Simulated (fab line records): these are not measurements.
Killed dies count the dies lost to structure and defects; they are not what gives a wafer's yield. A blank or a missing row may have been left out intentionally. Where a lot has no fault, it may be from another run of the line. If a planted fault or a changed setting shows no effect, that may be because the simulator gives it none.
fab line records    flow n5_finfet
record: lots: 7  wafers: 21
route steps=1938 shown BEOL_M8@1362 BEOL_M10@1477 BEOL_M11@1539
start_h: start of the lot's first displayed wafer, in hours after the record's first day    wait_h: hours from the lot's prior step to this one    " same as the row above    L1.1+2: several wafers, shown together as one row    - no value, or no start was given    * or withheld: withheld    < > ~ a bound
route shown NAME@n: a module of which the file shows steps, and the number in the route of the first    usual: average and standard deviation across the fault-free wafers    same: alike in all rows    chamber/n: place in a boat    sites: the reading at each site    _std_site: how widely they spread, as a standard deviation    _edge_site: mean of outer sites minus mean of inner sites    radius_mm: how far each site lies from the wafer's centre    mask NAME#n: copy n    behind: tool/chamber where the wafer was last shaped    hold: cause of the lot's hold/its duration in hours/its outcome    device: whichever transistor did not switch (one of n, p or np)    end of line: tests of these same wafers at the route's end    a step given without rows: its recipe and nothing more    killed: not the wafer's yield, but the dies lost to structure and defects at the first sort    map: a wafer's dies, marking killed ones x, the rest . and places with no die _
set.NAME: setting as actually run; set.NAME@STEP: the setting as run at that earlier step    model.NAME: the simulator's own value behind a step, which no gauge read
lots with deliberately changed settings; one table per step, one row per wafer
== steps ==
step: N5_BEOL_M8_EXPOSE_25
recipe: mask_id: V7  na: 0.33  source_shape: annular  sigma_inner: 0.4  sigma_outer: 0.8  polarization: unpolarized  target_cd_nm: 40  dose_mj: 42.5
lot.wafer   tool            chamber  start_h  wait_h  mask  set.dose_mj
L074.2+3+6  euv_scanner-02  0        239.93   -       V7#0  42.5
L075.2+3+6  euv_scanner-02  0        245.77   -       V7#0  42.5
L084.1+6    euv_scanner-02  0        297.91   -       V7#0  42.5
L084.5      "               0        "        "       V7#0  43.3
L085.2+4+6  euv_scanner-02  0        311.22   -       V7#0  40.7
L087.3+6    euv_scanner-02  0        311.27   -       V7#0  39.41
L087.4      "               0        "        "       V7#0  42.5
L090.2+3    euv_scanner-01  0        339.56   -       V7#0  45.46
L090.5      "               0        "        "       V7#0  42.5
L088.1+4    euv_scanner-01  0        342.17   -       V7#0  42.5
L088.3      "               0        "        "       V7#0  40.2
step: N5_BEOL_M8_PEB_26
recipe: peb_temp_c: 100  peb_time_s: 60  resist: CAR-EUV
step: N5_BEOL_M8_DEVELOP_27
recipe: develop_time_s: 30  developer: TMAH  resist: CAR-EUV  rinse_liquid: surfactant_rinse  dry: air_spin  dev_temp_c: 23
step: N5_BEOL_M8_CD_MEAS_28
recipe: target_cd_nm: 40  landing_energy_ev: 500  detector: se_inlens
usual: cd_nm: 40.03/0.23
lot.wafer  tool       chamber  start_h  wait_h  set.dose_mj@BEOL_M8_EXPOSE_25  cd_nm
L074.2     cd_sem-01  0        240.05   -       42.5                           39.98
L074.3     "          0        "        "       42.5                           39.91
L074.6     "          0        "        "       42.5                           40.55
L075.2     cd_sem-01  0        245.89   -       42.5                           39.63
L075.3     "          0        "        "       42.5                           40.14
L075.6     "          0        "        "       42.5                           40.24
L084.1     cd_sem-01  0        298.05   -       42.5                           40.16
L084.5     "          0        "        "       43.3                           40.49
L084.6     "          0        "        "       42.5                           39.95
L085.2     cd_sem-02  0        311.34   -       40.7                           39.65
L085.4     "          0        "        "       40.7                           39.28
L085.6     "          0        "        "       40.7                           39.21
L087.3     cd_sem-01  0        311.39   -       39.41                          38.20
L087.4     "          0        "        "       42.5                           40.34
L087.6     "          0        "        "       39.41                          38.70
L090.2     cd_sem-01  0        339.68   -       45.46                          41.77
L090.3     "          0        "        "       45.46                          41.39
L090.5     "          0        "        "       42.5                           39.98
L088.1     cd_sem-01  0        342.30   -       42.5                           40.08
L088.3     "          0        "        "       40.2                           39.12
L088.4     "          0        "        "       42.5                           39.92
step: N5_BEOL_M8_DESCUM_33
recipe: chemistry: O2  time_s: 7  source_power_w: 50  bias_power_w: 20  pressure_mtorr: 20  rf_frequency_hz: 2.712e+07  temp_c: 40  resist: CAR-EUV  o2_flow_sccm: 225
lot.wafer  tool         chamber  start_h  wait_h  set.dose_mj@BEOL_M8_EXPOSE_25  model.BEOL_M8.cd_nm
L074.2     rie_diel-03  2        240.18   0.0     42.5                           40.2
L074.3+6   "            0        "        "       42.5                           40
L075.2     rie_diel-03  0        246.02   0.0     42.5                           40
L075.3     "            3        "        "       42.5                           40.2
L075.6     "            3        "        "       42.5                           40.4
L084.1     rie_diel-06  3        298.17   0.0     42.5                           40.2
L084.5     "            0        "        "       43.3                           40.4
L084.6     "            3        "        "       42.5                           40
L085.2+6   rie_diel-06  2        311.70   0.3     40.7                           39.2
L085.4     "            3        "        "       40.7                           39
L087.3     rie_diel-03  2        311.78   0.3     39.41                          38.2
L087.4     "            1        "        "       42.5                           40.4
L087.6     "            3        "        "       39.41                          38.4
L090.2+3   rie_diel-06  2,1      340.22   0.4     45.46                          41.4
L090.5     "            3        "        "       42.5                           40
L088.1+4   rie_diel-06  2,1      342.42   0.0     42.5                           40
L088.3     "            0        "        "       40.2                           38.8
step: N5_BEOL_M8_ETCH_72
recipe: chemistry: N2/H2  target: underlayer  target_depth_a: 65  mask_material: CAR-EUV  time_s: 5.2  ion_energy_ev: 200  pressure_mtorr: 30  source_w: 840  bias_w: 150  n2_flow_sccm: 200  h2_flow_sccm: 200  ends: cleared
step: N5_BEOL_M8_ETCH_65
recipe: chemistry: CF4  target: SiARC  target_depth_a: 156  mask_material: CAR-EUV  time_s: 26  ion_energy_ev: 80  pressure_mtorr: 40  source_w: 545  bias_w: 36  Ar_flow_sccm: 100  cf4_flow_sccm: 100  ends: cleared
usual: etch_rf_on_time_s: 25.9/0.56
lot.wafer  tool         chamber  start_h  wait_h  set.spin_rpm@BEOL_M8_COAT_64  etch_rf_on_time_s  model.etch.depth_nm
L074.2     rie_diel-03  2        240.23   0.0     1500                          26.6               11.98
L074.3     "            0        "        "       1500                          26.1               11.99
L074.6     "            0        "        "       1500                          26.3               11.97
L075.2     rie_diel-03  0        246.08   0.0     1500                          26.5               12.07
L075.3     "            3        "        "       1500                          26.0               12.1
L075.6     "            3        "        "       1500                          25.8               12.07
L084.1     rie_diel-06  3        298.22   0.0     1500                          25.3               11.98
L084.5     "            0        "        "       1365                          27.4               12.57
L084.6     "            3        "        "       1500                          25.4               11.99
L085.2     rie_diel-06  2        311.75   0.0     1500                          25.1               11.98
L085.4     "            3        "        "       1607                          24.5               11.6
L085.6     "            2        "        "       1607                          24.4               11.57
L087.3     rie_diel-03  2        311.83   0.0     1336                          28.5               12.71
L087.4     "            1        "        "       1336                          28.2               12.73
L087.6     "            3        "        "       1500                          26.4               12
L090.2     rie_diel-06  2        340.27   0.0     1589                          24.7               11.65
L090.3     "            1        "        "       1500                          25.6               11.96
L090.5     "            3        "        "       1589                          24.8               11.65
L088.1     rie_diel-06  2        342.47   0.0     1575                          24.7               11.75
L088.3     "            0        "        "       1500                          26.3               11.99
L088.4     "            1        "        "       1575                          24.6               11.69
step: N5_BEOL_M8_ETCH_66
recipe: chemistry: N2/H2  target: SOC  target_depth_a: 800  overetch_a: 160  mask_material: SiARC  temp_c: 40  time_s: 120  ion_energy_ev: 200  pressure_mtorr: 30  source_w: 840  bias_w: 150  n2_flow_sccm: 200  h2_flow_sccm: 200
lot.wafer  tool         chamber  start_h  wait_h  set.spin_rpm@BEOL_M8_COAT_64  set.dose_mj@BEOL_M8_EXPOSE_25  model.BEOL_M8.cd_nm  model.SiARC_of_BEOL_M8_COAT_64.thk_nm
L074.2     rie_diel-03  2        240.26   0.0     1500                          42.5                           40.6                 6.4
L074.3+6   "            0        "        "       1500                          42.5                           40.2                 6.4
L075.2+3   rie_diel-03  0,3      246.10   0.0     1500                          42.5                           40.4                 6.6
L075.6     "            3        "        "       1500                          42.5                           40.4                 6.4
L084.1+6   rie_diel-06  3        298.25   0.0     1500                          42.5                           40.2                 6.2
L084.5     "            0        "        "       1365                          43.3                           40.8                 7
L085.2     rie_diel-06  2        311.78   0.0     1500                          40.7                           39                   6.2
L085.4     "            3        "        "       1607                          40.7                           39.2                 5.8
L085.6     "            2        "        "       1607                          40.7                           39                   5.8
L087.3     rie_diel-03  2        311.85   0.0     1336                          39.41                          38.4                 7.2
L087.4     "            1        "        "       1336                          42.5                           40.4                 7
L087.6     "            3        "        "       1500                          39.41                          38.6                 6.4
L090.2     rie_diel-06  2        340.30   0.0     1589                          45.46                          41.4                 5.8
L090.3     "            1        "        "       1500                          45.46                          41.4                 6.2
L090.5     "            3        "        "       1589                          42.5                           40                   5.8
L088.1     rie_diel-06  2        342.50   0.0     1575                          42.5                           40                   5.8
L088.3     "            0        "        "       1500                          40.2                           39                   6.6
L088.4     "            1        "        "       1575                          42.5                           40.2                 5.8
step: N5_BEOL_M8_STRIP_69
recipe: chemistry: N2/H2  temp_c: 40  n2_flow_sccm: 200  h2_flow_sccm: 200  rf_frequency_hz: 6e+07
step: N5_BEOL_M8_STRIP_73
recipe: chemistry: N2/H2  temp_c: 40  n2_flow_sccm: 200  h2_flow_sccm: 200  rf_frequency_hz: 6e+07
step: N5_BEOL_M8_VIA_ETCH_34
recipe: chemistry: C4F6/O2  target: SiCOH_lowk  target_depth_a: 1255  mask_material: SOC  taper_deg: 4  time_s: 50.5  ion_energy_ev: 250  pressure_mtorr: 30  source_w: 345  bias_w: 185  Ar_flow_sccm: 300  C4F6_flow_sccm: 10  O2_flow_sccm: 10
lot.wafer   tool         chamber  start_h  wait_h  set.dose_mj@BEOL_M8_EXPOSE_25  model.BEOL_M8.cd_nm
L074.2+3    rie_diel-03  2,0      240.36   0.0     42.5                           40.4
L074.6      "            0        "        "       42.5                           40.2
L075.2+3+6  rie_diel-03  0,3,3    246.20   0.0     42.5                           40.4
L084.1+6    rie_diel-06  3        298.35   0.0     42.5                           40.2
L084.5      "            0        "        "       43.3                           40.8
L085.2+6    rie_diel-06  2        311.88   0.0     40.7                           39.2
L085.4      "            3        "        "       40.7                           39.4
L087.3+6    rie_diel-03  2,3      311.96   0.0     39.41                          38.6
L087.4      "            1        "        "       42.5                           40.4
L090.2      rie_diel-06  2        340.40   0.0     45.46                          41.4
L090.3      "            1        "        "       45.46                          41.2
L090.5      "            3        "        "       42.5                           40
L088.1+4    rie_diel-06  2,1      342.60   0.0     42.5                           40
L088.3      "            0        "        "       40.2                           39
step: N5_BEOL_M10_COAT_05
recipe: resist: CAR-ArF  spin_rpm: 1500  resist_thk_nm: 90
lot.wafer   tool            chamber  start_h  wait_h  set.spin_rpm  model.CAR-ArF_of_BEOL_M10_COAT_05.thk_nm
L074.2      litho_track-04  0        -        -       1500          90
L074.3      "               0        "        "       1500          89.8
L074.6      "               0        "        "       1500          90.2
L075.2+3+6  litho_track-04  0        -        -       1500          90.4
L084.1+6    litho_track-02  0        -        -       1500          90
L084.5      "               0        "        "       1384          93.4
L087.3      litho_track-03  0        -        -       1402          93.2
L087.4      "               0        "        "       1500          89.8
L087.6      "               0        "        "       1500          90.2
L085.2      litho_track-02  0        -        -       1500          89.6
L085.4+6    "               0        "        "       1403          92.6
L090.2      litho_track-02  0        -        -       1500          90.4
L090.3      "               0        "        "       1597          87.4
L090.5      "               0        "        "       1597          87.6
L088.1      litho_track-03  0        -        -       1448          91.8
L088.3+4    "               0        "        "       1500          90
step: N5_BEOL_M10_EBR_07
recipe: solvent: PGMEA  ebr_width_mm: 1.5
step: N5_BEOL_M10_SOFTBAKE_06
recipe: temp_c: 110  time_s: 60  resist: CAR-ArF
step: N5_BEOL_M10_EXPOSE_08
recipe: mask_id: M10  na: 1.35  source_shape: dipole  sigma_inner: 0.411  sigma_outer: 0.611  polarization: te  dose_mj: 53.75
step: N5_BEOL_M10_PEB_09
recipe: peb_temp_c: withheld  peb_time_s: 60  resist: CAR-ArF
step: N5_BEOL_M10_DEVELOP_10
recipe: develop_time_s: 30  developer: TMAH  resist: CAR-ArF  rinse_liquid: diw  dry: air_spin  dev_temp_c: 23
lot.wafer  tool            chamber  start_h  wait_h  set.spin_rpm@BEOL_M10_COAT_05  model.CAR-ArF_of_BEOL_M10_COAT_05.thk_nm
L074.2+3   litho_track-02  0        -        -       1500                           88.2
L074.6     "               0        "        "       1500                           88.4
L075.2+6   litho_track-04  0        -        -       1500                           88.6
L075.3     "               0        "        "       1500                           88.8
L084.1     litho_track-04  0        -        -       1500                           88.4
L084.5     "               0        "        "       1384                           91.6
L084.6     "               0        "        "       1500                           88.2
L087.3     litho_track-04  0        -        -       1402                           91.6
L087.4     "               0        "        "       1500                           88.2
L087.6     "               0        "        "       1500                           88.6
L085.2     litho_track-02  0        -        -       1500                           88
L085.4+6   "               0        "        "       1403                           91
L090.2     litho_track-02  0        -        -       1500                           88.6
L090.3     "               0        "        "       1597                           85.8
L090.5     "               0        "        "       1597                           86
L088.1     litho_track-02  0        -        -       1448                           90.2
L088.3     "               0        "        "       1500                           88.2
L088.4     "               0        "        "       1500                           88.4
step: N5_BEOL_M10_ETCH_62
recipe: chemistry: N2/H2  target: SOC  target_depth_a: 1100  overetch_a: 220  mask_material: SiARC  temp_c: 40  time_s: 165  ion_energy_ev: 200  pressure_mtorr: 30  source_w: 840  bias_w: 150  n2_flow_sccm: 200  h2_flow_sccm: 200
lot.wafer  tool         chamber  start_h  wait_h  set.time_s  model.SiARC_of_BEOL_M10_COAT_60.thk_nm
L074.2+6   rie_diel-03  3,1      256.03   0.0     165         23.4
L074.3     "            1        "        "       180.1       22.8
L075.2     rie_diel-06  2        261.01   0.0     165         23.2
L075.3     "            0        "        "       165         23.8
L075.6     "            2        "        "       165         23.4
L084.1     rie_diel-04  3        318.29   0.0     165         23.8
L084.5     "            3        "        "       165         23.6
L084.6     "            2        "        "       179.9       23
L087.3     rie_diel-04  2        326.48   0.0     165         23.6
L087.4+6   "            0        "        "       165         23.8
L085.2     rie_diel-04  1        327.29   0.0     128         25
L085.4     "            3        "        "       128         25.2
L085.6     "            1        "        "       165         23.6
L090.2     rie_diel-06  1        357.97   0.0     151.5       23.8
L090.3     "            2        "        "       165         23.2
L090.5     "            0        "        "       165         23.6
L088.1     rie_diel-06  3        358.22   0.0     165         23.4
L088.3     "            0        "        "       149.2       24.2
L088.4     "            1        "        "       149.2       24
step: N5_BEOL_M11_PECVD_70
recipe: material: SiO2  target_thk_a: 200  temp_c: 400  precursor: TEOS/O2  pressure_torr: 5.5  rf_w: 450  teos_flow_sccm: 53.8  gas: O2  flow_sccm: 3000  time_s: 22.7
lot.wafer  tool      chamber  start_h  wait_h  set.time_s  model.SiO2_of_BEOL_M11_PECVD_70.thk_nm
L074.2     pecvd-03  2        263.00   0.0     22.7        19.8
L074.3     "         1        "        "       22.7        19.6
L074.6     "         0        "        "       22.7        20.6
L075.2+6   pecvd-01  1,2      266.86   0.0     22.7        19.8
L075.3     "         2        "        "       22.7        19.4
L084.1     pecvd-01  2        324.89   0.0     19.86       17.2
L084.5     "         1        "        "       22.7        20
L084.6     "         2        "        "       22.7        19.6
L087.3+4   pecvd-02  2,0      331.53   0.1     22.7        20
L087.6     "         0        "        "       22.7        20.2
L085.2     pecvd-03  0        333.63   0.0     22.7        20
L085.4     "         2        "        "       25.82       22.6
L085.6     "         0        "        "       22.7        20.2
L090.2+5   pecvd-02  0        364.28   0.0     22.7        20
L090.3     "         2        "        "       24.95       21.6
L088.1     pecvd-03  0        366.20   0.0     22.7        20
L088.3     "         1        "        "       22.7        19.8
L088.4     "         0        "        "       23.85       21.4
step: N5_BEOL_M11_EXPOSE_08
recipe: mask_id: M11  na: 1.35  source_shape: dipole  sigma_inner: 0.411  sigma_outer: 0.611  polarization: te  dose_mj: 53.75
lot.wafer   tool             chamber  start_h  wait_h  mask   set.dose_mj
L074.2+3    arfi_scanner-02  0        264.14   -       M11#0  56.59
L074.6      "                0        "        "       M11#0  53.75
L075.2+3+6  arfi_scanner-02  0        267.82   -       M11#0  53.75
L084.1+6    arfi_scanner-02  0        326.92   -       M11#0  53.75
L084.5      "                0        "        "       M11#0  57.44
L087.3+4+6  arfi_scanner-02  0        332.63   -       M11#0  53.75
L085.2      arfi_scanner-01  0        335.71   -       M11#0  53.75
L085.4+6    "                0        "        "       M11#0  52.63
L090.2+3    arfi_scanner-01  0        366.68   -       M11#0  50.09
L090.5      "                0        "        "       M11#0  53.75
L088.1+3    arfi_scanner-03  0        367.24   -       M11#0  53.75
L088.4      "                0        "        "       M11#0  56.43
step: N5_BEOL_M11_PEB_09
recipe: peb_temp_c: withheld  peb_time_s: 60  resist: CAR-ArF
step: N5_BEOL_M11_DEVELOP_10
recipe: develop_time_s: 30  developer: TMAH  resist: CAR-ArF  rinse_liquid: diw  dry: air_spin  dev_temp_c: 23
step: N5_BEOL_M11_CD_MEAS_11
recipe: target_cd_nm: 64.1  landing_energy_ev: 500  detector: se_inlens  polarity: opening
usual: cd_nm: 63.9/0.72
lot.wafer  tool       chamber  start_h  wait_h  set.dose_mj@BEOL_M11_EXPOSE_08  cd_nm
L074.2     cd_sem-03  0        264.26   -       56.59                           67.8
L074.3     "          0        "        "       56.59                           66.9
L074.6     "          0        "        "       53.75                           65.0
L075.2     cd_sem-01  0        267.94   -       53.75                           64.1
L075.3     "          0        "        "       53.75                           62.7
L075.6     "          0        "        "       53.75                           63.3
L084.1     cd_sem-03  0        327.05   -       53.75                           62.7
L084.5     "          0        "        "       57.44                           66.6
L084.6     "          0        "        "       53.75                           62.1
L087.3     cd_sem-02  0        332.74   -       53.75                           64.1
L087.4     "          0        "        "       53.75                           64.0
L087.6     "          0        "        "       53.75                           63.6
L085.2     cd_sem-01  0        335.84   -       53.75                           64.3
L085.4     "          0        "        "       52.63                           62.8
L085.6     "          0        "        "       52.63                           63.2
L090.2     cd_sem-03  0        366.80   -       50.09                           60.4
L090.3     "          0        "        "       50.09                           59.6
L090.5     "          0        "        "       53.75                           63.2
L088.1     cd_sem-03  0        367.37   -       53.75                           64.6
L088.3     "          0        "        "       53.75                           64.8
L088.4     "          0        "        "       56.43                           67.1
step: N5_BEOL_M11_DESCUM_16
recipe: chemistry: O2  time_s: 7.9  source_power_w: 50  bias_power_w: 20  pressure_mtorr: 20  rf_frequency_hz: 2.712e+07  temp_c: 40  resist: CAR-ArF  o2_flow_sccm: 225
step: N5_BEOL_M11_ETCH_61
recipe: chemistry: CF4  target: SiARC  target_depth_a: 390  mask_material: CAR-ArF  time_s: 65  ion_energy_ev: 80  pressure_mtorr: 40  source_w: 545  bias_w: 36  Ar_flow_sccm: 100  cf4_flow_sccm: 100  ends: cleared
lot.wafer  tool         chamber  start_h  wait_h  set.dose_mj@BEOL_M11_EXPOSE_08  model.BEOL_M11.cd_offset_nm
L074.2     rie_diel-01  1        264.79   0.0     56.59                           4
L074.3     "            0        "        "       56.59                           3.2
L074.6     "            2        "        "       53.75                           0.8
L075.2     rie_diel-05  0        268.29   0.0     53.75                           0
L075.3     "            3        "        "       53.75                           -1
L075.6     "            0        "        "       53.75                           -0.6
L084.1     rie_diel-05  2        327.31   0.0     53.75                           -1
L084.5     "            2        "        "       57.44                           2.6
L084.6     "            3        "        "       53.75                           -2
L087.3     rie_diel-01  1        332.86   0.0     53.75                           0
L087.4     "            3        "        "       53.75                           -0.4
L087.6     "            0        "        "       53.75                           -0.8
L085.2     rie_diel-01  3        335.96   0.0     53.75                           0
L085.4     "            0        "        "       52.63                           -1.2
L085.6     "            3        "        "       52.63                           -1
L090.2     rie_diel-05  3        367.46   0.0     50.09                           -4
L090.3     "            2        "        "       50.09                           -3.8
L090.5     "            1        "        "       53.75                           -0.4
L088.1     rie_diel-05  1        368.18   0.0     53.75                           0.2
L088.3     "            3        "        "       53.75                           0.4
L088.4     "            0        "        "       56.43                           2.6
step: N5_BEOL_M11_ETCH_62
recipe: chemistry: N2/H2  target: SOC  target_depth_a: 1100  overetch_a: 220  mask_material: SiARC  temp_c: 40  time_s: 165  ion_energy_ev: 200  pressure_mtorr: 30  source_w: 840  bias_w: 150  n2_flow_sccm: 200  h2_flow_sccm: 200
lot.wafer  tool         chamber  start_h  wait_h  set.dose_mj@BEOL_M11_EXPOSE_08  model.BEOL_M11.cd_offset_nm
L074.2     rie_diel-01  1        264.84   0.0     56.59                           4
L074.3     "            0        "        "       56.59                           3
L074.6     "            2        "        "       53.75                           0.6
L075.2     rie_diel-05  0        268.34   0.0     53.75                           -0.2
L075.3     "            3        "        "       53.75                           -1
L075.6     "            0        "        "       53.75                           -0.4
L084.1     rie_diel-05  2        327.36   0.0     53.75                           -1
L084.5     "            2        "        "       57.44                           2.6
L084.6     "            3        "        "       53.75                           -2
L087.3     rie_diel-01  1        332.91   0.0     53.75                           -0.2
L087.4+6   "            3,0      "        "       53.75                           -0.6
L085.2     rie_diel-01  3        336.01   0.0     53.75                           -0.4
L085.4+6   "            0,3      "        "       52.63                           -1
L090.2+3   rie_diel-05  3,2      367.51   0.0     50.09                           -3.8
L090.5     "            1        "        "       53.75                           -0.2
L088.1+3   rie_diel-05  1,3      368.23   0.0     53.75                           0.4
L088.4     "            0        "        "       56.43                           2.6
step: N5_BEOL_M11_STRIP_68
recipe: chemistry: N2/H2  temp_c: 40  n2_flow_sccm: 200  h2_flow_sccm: 200  rf_frequency_hz: 6e+07
step: N5_BEOL_M11_STRIP_67
recipe: chemistry: CF4  resist: SiARC  power_w: 300  bias_power_w: 75  pressure_mtorr: 50  cf4_flow_sccm: 150  rf_frequency_hz: 6e+07
step: N5_BEOL_M11_HM_OPEN_17
recipe: chemistry: Cl2/BCl3  target_depth_a: 200  overetch_a: 60  target: TiN  mask_material: SOC  ion_energy_ev: 150  pressure_mtorr: 10  icp_w: 1000  bias_w: 126  Cl2_flow_sccm: 53.25  bcl3_flow_sccm: 21.75  Ar_flow_sccm: 25
step: N5_BEOL_M11_STRIP_19
recipe: chemistry: O2  power_w: 400  temp_c: 40  pressure_mtorr: 30  rf_frequency_hz: 6e+07  bias_power_w: 0  overash_fraction: 0.2  o2_flow_sccm: 225
step: N5_BEOL_M11_CD_MEAS_18
recipe: pitch_nm: 140  target_cd_nm: 70
usual: cd_nm: 69.9/0.73
lot.wafer  tool       chamber  start_h  wait_h  set.dose_mj@BEOL_M11_EXPOSE_08  cd_nm
L074.2     cd_sem-02  -        265.21   0.1     56.59                           73.8
L074.3     "          -        "        "       56.59                           72.5
L074.6     "          -        "        "       53.75                           70.3
L075.2     cd_sem-02  -        268.71   0.1     53.75                           69.5
L075.3     "          -        "        "       53.75                           68.6
L075.6     "          -        "        "       53.75                           69.4
L084.1     cd_sem-01  -        327.82   0.0     53.75                           69.0
L084.5     "          -        "        "       57.44                           72.6
L084.6     "          -        "        "       53.75                           67.6
L087.3     cd_sem-02  -        333.28   0.1     53.75                           69.7
L087.4     "          -        "        "       53.75                           69.5
L087.6     "          -        "        "       53.75                           69.2
L085.2     cd_sem-03  -        336.41   0.1     53.75                           69.6
L085.4     "          -        "        "       52.63                           69.0
L085.6     "          -        "        "       52.63                           69.2
L090.2     cd_sem-01  -        367.98   0.1     50.09                           66.0
L090.3     "          -        "        "       50.09                           66.6
L090.5     "          -        "        "       53.75                           69.6
L088.1     cd_sem-03  -        368.72   0.0     53.75                           70.2
L088.3     "          -        "        "       53.75                           70.5
L088.4     "          -        "        "       56.43                           72.3
== key ==
split: step: N5_BEOL_M8_EXPOSE_25  setting: dose_mj  stated: 42.5  by: wafer
response: step: N5_BEOL_M8_CD_MEAS_28  reading: cd_nm  change: +0.227  per: 1%  r: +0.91
response: step: N5_BEOL_M8_DESCUM_33  reading: model.BEOL_M8.cd_nm  change: +0.239  per: 1%  r: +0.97
response: step: N5_BEOL_M8_ETCH_66  reading: model.BEOL_M8.cd_nm  change: +0.228  per: 1%  r: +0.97
response: step: N5_BEOL_M8_VIA_ETCH_34  reading: model.BEOL_M8.cd_nm  change: +0.214  per: 1%  r: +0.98
split: step: N5_BEOL_M10_COAT_05  setting: spin_rpm  stated: 1500  by: wafer
response: step: N5_BEOL_M10_COAT_05  reading: model.CAR-ArF_of_BEOL_M10_COAT_05.thk_nm  change: -0.462  per: 1%  r: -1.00
response: step: N5_BEOL_M10_DEVELOP_10  reading: model.CAR-ArF_of_BEOL_M10_COAT_05.thk_nm  change: -0.454  per: 1%  r: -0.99
split: step: N5_BEOL_M10_ETCH_62  setting: time_s  stated: 165  by: wafer
response: step: N5_BEOL_M10_ETCH_62  reading: model.SiARC_of_BEOL_M10_COAT_60.thk_nm  change: -0.067  per: 1%  r: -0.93
split: step: N5_BEOL_M11_PECVD_70  setting: time_s  stated: 22.7  by: wafer
response: step: N5_BEOL_M11_PECVD_70  reading: model.SiO2_of_BEOL_M11_PECVD_70.thk_nm  change: +0.192  per: 1%  r: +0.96
split: step: N5_BEOL_M11_EXPOSE_08  setting: dose_mj  stated: 53.75  by: wafer
response: step: N5_BEOL_M11_CD_MEAS_11  reading: cd_nm  change: +0.516  per: 1%  r: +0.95
response: step: N5_BEOL_M11_ETCH_61  reading: model.BEOL_M11.cd_offset_nm  change: +0.535  per: 1%  r: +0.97
response: step: N5_BEOL_M11_ETCH_62  reading: model.BEOL_M11.cd_offset_nm  change: +0.532  per: 1%  r: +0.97
response: step: N5_BEOL_M11_CD_MEAS_18  reading: cd_nm  change: +0.517  per: 1%  r: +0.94
split outside_this_file step=N5_BEOL_M8_COAT_64 setting=spin_rpm
split outside_this_file: this setting was split too, and the file shows its column; the key of that split is in another file
